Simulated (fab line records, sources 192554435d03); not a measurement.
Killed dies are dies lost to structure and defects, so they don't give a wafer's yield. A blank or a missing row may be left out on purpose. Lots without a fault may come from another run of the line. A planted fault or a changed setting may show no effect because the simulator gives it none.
fab line records | flow n5_finfet
record lots=5 wafers=15 last_day=17
route steps=1938 shown BEOL_M0_SAQP@683 BEOL_M4@1111
lots that met no fault: from a run of the same line without faults
start_h: hours from the record's first day to the start of the lot's first wafer shown | wait_h: hours since the lot's step before | " the same as in the row above | L1.1+2: a row that stands for several wafers | - no value, or no start given | * or withheld: withheld | < > ~ a bound
route shown NAME@n: a module of which the file shows steps, and the number in the route of the first | usual: mean/standard deviation of fault-free wafers | same: alike in all rows | chamber/n: place in a boat | sites: the reading at each site | _std_site: their standard deviation | _edge_site: outer sites' mean less inner sites' | radius_mm: how far each site lies from the wafer's centre | mask NAME#n: copy n | behind: the tool/chamber that last shaped the wafer | hold: why the lot was held/for how many hours/how that ended | device: the transistor (n, p or np) that didn't switch | end of line: the same wafers' tests at the end of the route | a step without rows: its recipe alone | killed: dies lost to structure and defects at the first sort, not the wafer's yield | map: a wafer's dies, x killed, . not, _ none there
set.NAME: the setting as run; set.NAME@STEP: as run at that earlier step | model.NAME: the simulator's own value behind a step, which no gauge read
lots at some steps of the route; a table a step, a row a wafer
services: from which hour (start_h, from the record's first day; less than 0 if before it) a tool's chamber was out of use, for how many hours, and why
## steps
# step N5_BEOL_M0_SAQP_COAT_34
# recipe resist=CAR-EUV spin_rpm=1500 resist_thk_nm=30
# step N5_BEOL_M0_SAQP_EBR_36
# recipe solvent=PGMEA ebr_width_mm=1.5
# step N5_BEOL_M0_SAQP_SOFTBAKE_35
# recipe temp_c=110 time_s=60 resist=CAR-EUV
# step N5_BEOL_M0_SAQP_EXPOSE_37
# recipe mask_id=M0_CUT1 na=0.33 source_shape=annular sigma_inner=0.35 sigma_outer=0.8 polarization=unpolarized target_cd_nm=30 dose_mj=44.75
# step N5_BEOL_M0_SAQP_PEB_38
# recipe peb_temp_c=100 peb_time_s=60 resist=CAR-EUV
# step N5_BEOL_M0_SAQP_DEVELOP_39
# recipe develop_time_s=30 developer=TMAH resist=CAR-EUV rinse_liquid=surfactant_rinse dry=air_spin dev_temp_c=23
# step N5_BEOL_M0_SAQP_CD_MEAS_40
# recipe target_cd_nm=30 landing_energy_ev=500 detector=se_inlens
# usual cd_nm=30.01/0.24
# columns lot.wafer tool chamber start_h wait_h cd_nm
L437.1 cd_sem-03 0 134.33 - 30.13
L437.2 " 0 " " 30.02
L437.4 " 0 " " 30.51
L439.3 cd_sem-01 0 135.19 - 29.55
L439.4 " 0 " " 29.93
L439.5 " 0 " " 30.01
L445.2 cd_sem-03 0 171.93 - 30.21
L445.4 " 0 " " 29.97
L445.6 " 0 " " 29.93
L453.1 cd_sem-01 0 219.73 - 30.12
L453.3 " 0 " " 29.63
L453.6 " 0 " " 30.21
L455.1 cd_sem-01 0 234.52 - 29.61
L455.2 " 0 " " 29.73
L455.5 " 0 " " 29.99
# step N5_BEOL_M0_SAQP_OVL_MEAS_41
# recipe points_per_wafer=522
# usual M0_CUT1_OVL=-0.7/0.72
# columns lot.wafer tool chamber start_h wait_h M0_CUT1_OVL[nm]
L437.1 overlay-02 0 134.36 0.0 -1.5
L437.2 " 0 " " 0.0
L437.4 " 0 " " -1.0
L439.3 overlay-01 0 135.23 0.0 -0.5
L439.4 " 0 " " -0.3
L439.5 " 0 " " -1.6
L445.2 overlay-01 0 171.97 0.0 -1.4
L445.4 " 0 " " -1.7
L445.6 " 0 " " -1.7
L453.1 overlay-02 0 219.76 0.0 -0.7
L453.3 " 0 " " -0.9
L453.6 " 0 " " -0.2
L455.1 overlay-01 0 234.55 0.0 -1.0
L455.2 " 0 " " -1.7
L455.5 " 0 " " -1.4
# step N5_BEOL_M0_SAQP_INSPECT_42
# recipe mode=adi inspect_instrument=brightfield
# usual raw_defect_count=321/95
# columns lot.wafer tool chamber start_h wait_h raw_defect_count
L437.1 defect_inspect-02 - 134.42 0.1 191
L437.2 " - " " 334
L437.4 " - " " 275
L439.3 defect_inspect-01 - 135.27 0.0 236
L439.4 " - " " 271
L439.5 " - " " 298
L445.2 defect_inspect-02 - 172.03 0.0 365
L445.4 " - " " 250
L445.6 " - " " 291
L453.1 defect_inspect-01 - 219.82 0.1 360
L453.3 " - " " 232
L453.6 " - " " 273
L455.1 defect_inspect-02 - 234.61 0.1 335
L455.2 " - " " 245
L455.5 " - " " 317
# step N5_BEOL_M0_SAQP_DESCUM_45
# recipe chemistry=O2 time_s=7 source_power_w=50 bias_power_w=20 pressure_mtorr=20 rf_frequency_hz=2.712e+07 temp_c=40 resist=CAR-EUV o2_flow_sccm=225
# usual drypump_motor_current_A=5.8/0.54 o2_flow_sccm=225.0/0.62 oes_product_au=0.76/0.061 rf_vpp_V=242.7/1.5 showerhead_plenum_p_Torr=2.07/0.076 throttle_valve_pct=20.4/0.34
# columns lot.wafer tool chamber start_h wait_h drypump_motor_current_A o2_flow_sccm oes_product_au rf_hours_counter_h rf_vpp_V showerhead_plenum_p_Torr throttle_valve_pct
L437.1 rie_diel-02 0 135.08 0.7 5.7 225.6 0.70 205 244.3 2.18 21.1
L437.2 " 1 " " 6.6 224.6 0.70 184 244.9 2.17 20.6
L437.4 " 2 " " 4.7 225.7 0.68 248 243.9 2.15 20.7
L439.3 rie_diel-04 2 136.13 0.9 5.2 223.7 0.75 134 243.5 2.11 20.1
L439.4 " 0 " " 5.9 224.6 0.76 117 240.3 1.93 20.4
L439.5 " 1 " " 5.3 224.4 0.85 - 242.3 2.03 20.0
L445.2 rie_diel-04 2 172.71 0.7 5.2 224.0 0.75 145 243.1 2.11 20.1
L445.4 " 1 " " 5.3 224.8 0.83 85 241.7 2.03 20.0
L445.6 " 2 " " 5.2 224.7 0.75 - 243.1 2.11 20.1
L453.1 rie_diel-02 2 219.85 0.0 4.7 224.5 0.92 13 243.9 2.14 20.3
L453.3 " 3 " " 6.6 225.7 0.85 58 240.6 2.03 19.9
L453.6 " 0 " " 5.8 224.4 0.69 - 243.3 2.17 21.1
L455.1 rie_diel-03 3 234.65 0.0 5.8 226.0 0.78 112 243.4 2.10 20.2
L455.2 " 1 " " 6.3 224.3 0.68 240 244.1 2.14 20.2
L455.5 " 0 " " 5.1 225.2 0.69 - 242.5 2.06 20.8
# step N5_BEOL_M0_SAQP_ETCH_88
# recipe chemistry=N2/H2 target=underlayer target_depth_a=65 time_s=5.2 ion_energy_ev=200 mask_material=CAR-EUV pressure_mtorr=30 source_w=840 bias_w=150 n2_flow_sccm=200 h2_flow_sccm=200 ends=cleared
# usual drypump_motor_current_A=5.8/0.54 etch_rf_on_time_s=5.24/0.099 oes_product_au=0.64/0.053 rf_vpp_V=522.8/2.7 showerhead_plenum_p_Torr=2.51/0.084 throttle_valve_pct=17.8/0.31
# columns lot.wafer tool chamber start_h wait_h drypump_motor_current_A etch_rf_on_time_s oes_product_au rf_hours_counter_h rf_vpp_V showerhead_plenum_p_Torr throttle_valve_pct
L437.1 rie_diel-02 0 135.11 0.0 5.8 5.42 0.59 205 528.2 2.64 18.5
L437.2 " 1 " " 6.6 5.31 0.60 184 526.8 2.65 18.1
L437.4 " 2 " " 4.7 5.13 0.59 248 523.6 2.60 18.1
L439.3 rie_diel-04 2 136.16 0.0 5.1 5.28 0.64 134 525.3 2.54 17.5
L439.4 " 0 " " 5.9 5.28 0.65 117 518.3 2.37 17.9
L439.5 " 1 " " 5.3 5.10 0.73 - 520.1 2.47 17.5
L445.2 rie_diel-04 2 172.74 0.0 5.2 5.31 0.65 145 523.9 2.54 17.6
L445.4 " 1 " " 5.3 5.15 0.72 85 521.0 2.47 17.6
L445.6 " 2 " " 5.2 5.31 0.64 - 523.6 2.54 17.5
L453.1 rie_diel-02 2 219.89 0.0 4.7 5.04 0.78 13 525.5 2.59 17.7
L453.3 " 3 " " 6.6 5.00 0.74 58 521.7 2.46 17.3
L453.6 " 0 " " 5.7 5.41 0.58 - 525.0 2.63 18.5
L455.1 rie_diel-03 3 234.68 0.0 5.8 5.22 0.66 112 524.4 2.57 17.8
L455.2 " 1 " " 6.3 5.21 0.59 240 526.3 2.61 17.6
L455.5 " 0 " " 5.1 5.24 0.59 - 521.9 2.49 18.1
# step N5_BEOL_M0_SAQP_ETCH_73
# recipe chemistry=CF4 target=SiARC target_depth_a=195 mask_material=CAR-EUV time_s=32.5 ion_energy_ev=80 pressure_mtorr=40 source_w=545 bias_w=36 Ar_flow_sccm=100 cf4_flow_sccm=100 ends=cleared
# usual drypump_motor_current_A=5.8/0.54 etch_rf_on_time_s=32.8/0.54 oes_product_au=0.64/0.052 rf_vpp_V=183.7/1.1 showerhead_plenum_p_Torr=2.11/0.072 throttle_valve_pct=15.6/0.32
# columns lot.wafer tool chamber start_h wait_h drypump_motor_current_A etch_rf_on_time_s oes_product_au rf_hours_counter_h rf_vpp_V showerhead_plenum_p_Torr throttle_valve_pct
L437.1 rie_diel-02 0 135.13 0.0 5.7 33.8 0.60 205 186.0 2.22 16.2
L437.2 " 1 " " 6.6 33.0 0.60 184 185.0 2.21 15.8
L437.4 " 2 " " 4.6 32.4 0.58 248 184.9 2.21 16.0
L439.3 rie_diel-04 2 136.18 0.0 5.2 32.9 0.64 134 185.1 2.14 15.2
L439.4 " 0 " " 5.9 32.1 0.66 117 182.1 1.99 15.5
L439.5 " 1 " " 5.3 32.1 0.73 - 182.8 2.08 15.2
L445.2 rie_diel-04 2 172.76 0.0 5.2 33.4 0.63 145 183.8 2.14 15.2
L445.4 " 1 " " 5.3 32.3 0.71 85 183.5 2.07 15.2
L445.6 " 2 " " 5.2 33.2 0.65 - 184.0 2.14 15.3
L453.1 rie_diel-02 2 219.90 0.0 4.6 31.9 0.79 13 184.7 2.20 15.5
L453.3 " 3 " " 6.6 32.0 0.73 58 182.4 2.10 15.2
L453.6 " 0 " " 5.7 33.7 0.59 - 185.1 2.21 16.3
L455.1 rie_diel-03 3 234.70 0.0 5.8 32.5 0.66 112 184.4 2.15 15.4
L455.2 " 1 " " 6.3 33.2 0.58 240 182.9 2.19 15.5
L455.5 " 0 " " 5.1 33.5 0.58 - 183.8 2.12 16.0
# step N5_BEOL_M0_SAQP_CUT_ETCH_46
# recipe chemistry=N2/H2 target=SOC target_depth_a=1350 overetch_a=270 temp_c=40 time_s=202.5 ion_energy_ev=200 mask_material=SiARC pressure_mtorr=30 source_w=840 bias_w=150 n2_flow_sccm=200 h2_flow_sccm=200
# usual drypump_motor_current_A=5.8/0.54 rf_vpp_V=523.0/2.6 showerhead_plenum_p_Torr=2.51/0.085 throttle_valve_pct=17.8/0.32
# columns lot.wafer tool chamber start_h wait_h drypump_motor_current_A rf_hours_counter_h rf_vpp_V showerhead_plenum_p_Torr throttle_valve_pct model.SiARC_of_BEOL_M0_SAQP_COAT_72.thk_nm model.BEOL_M0_SAQP.cd_nm
L437.1 rie_diel-02 0 135.16 0.0 5.7 205 526.6 2.64 18.4 5.8 30.2
L437.2 " 1 " " 6.5 184 525.5 2.65 18.1 5 29.8
L437.4 " 2 " " 4.7 248 526.6 2.60 18.1 5 29.8
L439.3 rie_diel-04 2 136.21 0.0 5.2 134 524.1 2.54 17.5 5 29.8
L439.4 " 0 " " 5.9 117 518.9 2.37 17.8 5.2 30.2
L439.5 " 1 " " 5.3 - 523.0 2.47 17.5 4.6 29.4
L445.2 rie_diel-04 2 172.79 0.0 5.2 145 523.1 2.54 17.5 7.2 29.2
L445.4 " 1 " " 5.3 85 522.2 2.46 17.5 6.8 28.4
L445.6 " 2 " " 5.2 - 524.7 2.54 17.5 5 30
L453.1 rie_diel-02 2 219.94 0.0 4.7 13 525.5 2.59 17.6 4.8 30.2
L453.3 " 3 " " 6.6 58 521.6 2.46 17.2 4.6 30.2
L453.6 " 0 " " 5.7 - 525.2 2.63 18.5 5.8 30
L455.1 rie_diel-03 3 234.73 0.0 5.8 112 524.3 2.57 17.7 5 29.6
L455.2 " 1 " " 6.3 240 525.3 2.61 17.6 5 29.6
L455.5 " 0 " " 5.1 - 522.8 2.49 18.1 5 29.6
# step N5_BEOL_M0_SAQP_STRIP_74
# recipe chemistry=N2/H2 temp_c=40 n2_flow_sccm=200 h2_flow_sccm=200 rf_frequency_hz=6e+07
# step N5_BEOL_M0_SAQP_STRIP_89
# recipe chemistry=N2/H2 temp_c=40 n2_flow_sccm=200 h2_flow_sccm=200 rf_frequency_hz=6e+07
# step N5_BEOL_M0_SAQP_ALD_48
# recipe material=SiO2 target_thk_a=200 temp_c=100 ald_precursor_family=BDEAS ald_co_reactant=O2-plasma pulse_time_s=1 co_reactant_pulse_time_s=1 purge_time_s=2 co_reactant_purge_time_s=2 ald_cycles=139 pressure_torr=2
# usual heater_power_w=76/7.3 precursor_pulse_height_rel=1.001/0.021
# same ald_cycles=139
# columns lot.wafer tool chamber start_h wait_h heater_power_w precursor_pulse_height_rel since_wet_clean_h
L437.1 ald_sin-02 2 135.36 0.0 73 0.993 232
L437.2 " 0 " " 84 0.989 232
L437.4 " 3 " " 67 1.008 232
L439.3 ald_sin-03 0 136.49 0.1 71 0.991 326
L439.4 " 2 " " 66 1.010 326
L439.5 " 2 " " 69 1.018 -
L445.2 ald_sin-02 3 173.63 0.7 67 0.973 270
L445.4 " 0 " " 85 0.972 270
L445.6 " 3 " " 68 1.030 -
L453.1 ald_sin-02 2 220.14 0.0 73 1.003 317
L453.3 " 0 " " 84 1.019 317
L453.6 " 1 " " 82 1.022 -
L455.1 ald_sin-02 1 234.93 0.0 81 1.025 332
L455.2 " 3 " " 70 1.027 332
L455.5 " 1 " " 82 1.014 -
# step N5_BEOL_M0_SAQP_ETCH_49
# recipe chemistry=CF4/O2 target_depth_a=370 target=SiO2 pressure_mtorr=40 source_w=535 bias_w=49 Ar_flow_sccm=100 cf4_flow_sccm=100 O2_flow_sccm=10 ion_energy_ev=100
# usual drypump_motor_current_A=5.8/0.55 oes_ar_750_au=0.75/0.059 oes_product_au=0.75/0.063 rf_vpp_V=241/4.5 showerhead_plenum_p_Torr=2.20/0.066 throttle_valve_pct=15.8/0.31
# columns lot.wafer tool chamber start_h wait_h drypump_motor_current_A oes_ar_750_au oes_product_au rf_hours_counter_h rf_vpp_V showerhead_plenum_p_Torr throttle_valve_pct model.BEOL_M0_SAQP.cd_nm
L437.1 rie_diel-04 3 136.01 0.4 6.2 0.73 0.74 190 241 2.20 15.8 30.2
L437.2 " 0 " " 5.9 0.77 0.77 116 232 2.04 15.8 30
L437.4 " 1 " " 5.3 0.84 0.85 74 248 2.14 15.4 29.8
L439.3 rie_diel-03 1 137.25 0.5 6.3 0.71 0.71 208 246 2.27 15.6 29.8
L439.4 " 2 " " 5.6 0.74 0.75 - 244 2.19 16.1 30.2
L439.5 " 1 " " 6.3 0.70 0.70 - 244 2.27 15.6 29.4
L445.2 rie_diel-03 1 174.16 0.3 6.3 0.70 0.69 222 247 2.26 15.7 29.2
L445.4 " 3 " " 5.8 0.78 0.79 94 242 2.22 15.6 28.4
L445.6 " 2 " " 5.6 0.74 0.73 - 244 2.19 16.1 30
L453.1 rie_diel-03 3 220.94 0.6 5.8 0.76 0.77 108 241 2.22 15.6 30.2
L453.3 " 1 " " 6.3 0.68 0.68 236 246 2.26 15.7 30
L453.6 " 1 " " 6.3 0.69 0.68 - 245 2.26 15.7 30
L455.1 rie_diel-04 1 235.46 0.3 5.3 0.81 0.82 99 247 2.13 15.5 29.6
L455.2 " 2 " " 5.2 0.75 0.73 165 242 2.19 15.5 29.8
L455.5 " 1 " " 5.3 0.81 0.81 - 247 2.13 15.5 29.8
# step N5_BEOL_M0_SAQP_STRIP_75
# recipe chemistry=CF4 resist=SiARC power_w=300 bias_power_w=75 pressure_mtorr=50 cf4_flow_sccm=150 rf_frequency_hz=6e+07
# usual drypump_motor_current_A=5.8/0.55 oes_product_au=0.173/0.014 rf_vpp_V=270.9/1.5 showerhead_plenum_p_Torr=1.79/0.053 throttle_valve_pct=13.6/0.31
# columns lot.wafer tool chamber start_h wait_h drypump_motor_current_A oes_product_au rf_hours_counter_h rf_vpp_V showerhead_plenum_p_Torr throttle_valve_pct
L437.1 rie_diel-04 3 136.11 0.1 6.2 0.168 190 270.0 1.79 13.6
L437.2 " 0 " " 5.9 0.178 117 268.4 1.67 13.5
L437.4 " 1 " " 5.3 0.198 74 270.4 1.74 13.2
L439.3 rie_diel-03 1 137.35 0.1 6.3 0.169 208 273.9 1.85 13.4
L439.4 " 2 " " 5.6 0.172 - 270.3 1.78 13.8
L439.5 " 1 " " 6.3 0.163 - 273.1 1.85 13.4
L445.2 rie_diel-03 1 174.26 0.1 6.3 0.157 222 273.6 1.85 13.5
L445.4 " 3 " " 5.8 0.186 94 272.3 1.81 13.3
L445.6 " 2 " " 5.6 0.172 - 271.4 1.78 13.8
L453.1 rie_diel-03 3 221.04 0.1 5.8 0.181 108 272.0 1.81 13.4
L453.3 " 1 " " 6.3 0.165 236 272.4 1.84 13.5
L453.6 " 1 " " 6.3 0.163 - 272.2 1.84 13.5
L455.1 rie_diel-04 1 235.56 0.1 5.3 0.191 99 269.6 1.74 13.3
L455.2 " 2 " " 5.2 0.173 165 271.6 1.78 13.3
L455.5 " 1 " " 5.3 0.192 - 268.1 1.74 13.3
# step N5_BEOL_M4_RC_MEAS_101
# usual DIBL_N=36.5/2 DIBL_P=36.5/2.3 IOFF_N=0.16/0.036 IOFF_P=0.21/0.037 ION_N=672/12 ION_P=459/7.1 SS_N=71.6/0.73 SS_P=73.4/0.76 VT_N=250/3.3 VT_P=-250.5/2.9
# columns lot.wafer tool chamber start_h wait_h DIBL_N[mV/V] DIBL_P[mV/V] IOFF_N[nA/um] IOFF_P[nA/um] ION_N[uA/um] ION_P[uA/um] SS_N[mV/dec] SS_P[mV/dec] VT_N[mV] VT_P[mV]
L437.1 prober-01 0 186.23 0.0 35.3 33.7 0.12 0.17 656 450 70.8 72.3 253 -253.3
L437.2 " 0 " " 38.8 37.1 0.19 0.23 669 453 71.4 73.3 246 -249.2
L437.4 " 0 " " 34.1 31.7 0.11 0.15 666 463 70.5 71.3 253 -252.2
L439.3 prober-01 0 199.73 0.3 36.9 35.4 0.15 0.18 661 446 71.9 73.3 252 -254.4
L439.4 " 0 " " 34.8 33.5 0.12 0.17 655 448 70.8 72.5 253 -254.3
L439.5 " 0 " " 39.9 40.3 0.22 0.28 683 467 71.9 74.7 245 -246.8
L445.2 prober-01 0 230.02 0.2 36.3 37.2 0.16 0.21 665 459 71.8 73.7 253 -249.4
L445.4 " 0 " " 34.7 35.6 0.14 0.20 671 463 71.6 72.3 252 -250.4
L445.6 " 0 " " 37.3 37.0 0.18 0.23 652 449 72.4 73.4 252 -250.0
L453.1 prober-02 0 274.13 0.0 34.9 33.7 0.13 0.20 664 466 71.1 72.7 253 -248.9
L453.3 " 0 " " 37.1 35.2 0.15 0.22 654 449 71.9 72.9 255 -250.1
L453.6 " 0 " " 36.9 36.0 0.16 0.24 681 473 71.1 73.3 250 -245.5
L455.1 prober-02 0 297.75 0.0 35.9 35.4 0.14 0.17 673 456 71.2 73.2 253 -256.2
L455.2 " 0 " " 36.1 36.0 0.13 0.18 663 453 71.7 72.7 254 -255.0
L455.5 " 0 " " 37.2 37.3 0.16 0.20 682 459 71.3 73.0 251 -253.5
## services
# columns tool chamber start_h hours kind
rie_diel-03 3 133.54 12.3 repair
rie_diel-02 2 139.95 - clean
rie_diel-02 2 139.95 - consumable_replace:focus_ring
rie_diel-02 2 139.95 34.7 scheduled_down
rie_diel-02 2 139.95 34.7 vent_cycle
rie_diel-03 2 143.43 10.1 repair
ald_sin-03 - 177.13 14.0 pm
ald_sin-03 0 177.13 14.0 vent_cycle
ald_sin-03 1 177.13 14.0 vent_cycle
ald_sin-03 2 177.13 14.0 vent_cycle
ald_sin-03 3 177.13 14.0 vent_cycle
ald_sin-03 0 191.13 - clean
ald_sin-03 1 191.13 - clean
ald_sin-03 2 191.13 - clean
ald_sin-03 3 191.13 - clean
ald_sin-02 3 197.71 27.5 repair
rie_diel-04 1 209.51 16.5 repair
ald_sin-02 0 210.11 3.2 repair
## key
first_sign none at tools or gauges
model_effect step=N5_BEOL_M0_SAQP_CUT_ETCH_46 value=SiARC_of_BEOL_M0_SAQP_COAT_72.thk_nm without=4.9 struck=7
model_effect step=N5_BEOL_M0_SAQP_ETCH_49 value=BEOL_M0_SAQP.cd_nm without=29.6 struck=28.8
met_at N5_BEOL_M0_SAQP_CUT_ETCH_46
struck_wafers L445.2,L445.4
onset_between 136.21 172.79
fault kind=process_parameter_drift tool=rie_diel-04 chamber=- onset_h=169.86 steps=N5_BEOL_M0_SAQP_CUT_ETCH_46 channel=time_s offset=* shape=step end_h=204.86 scope=struck_wafers_only acts_in=* stated=*
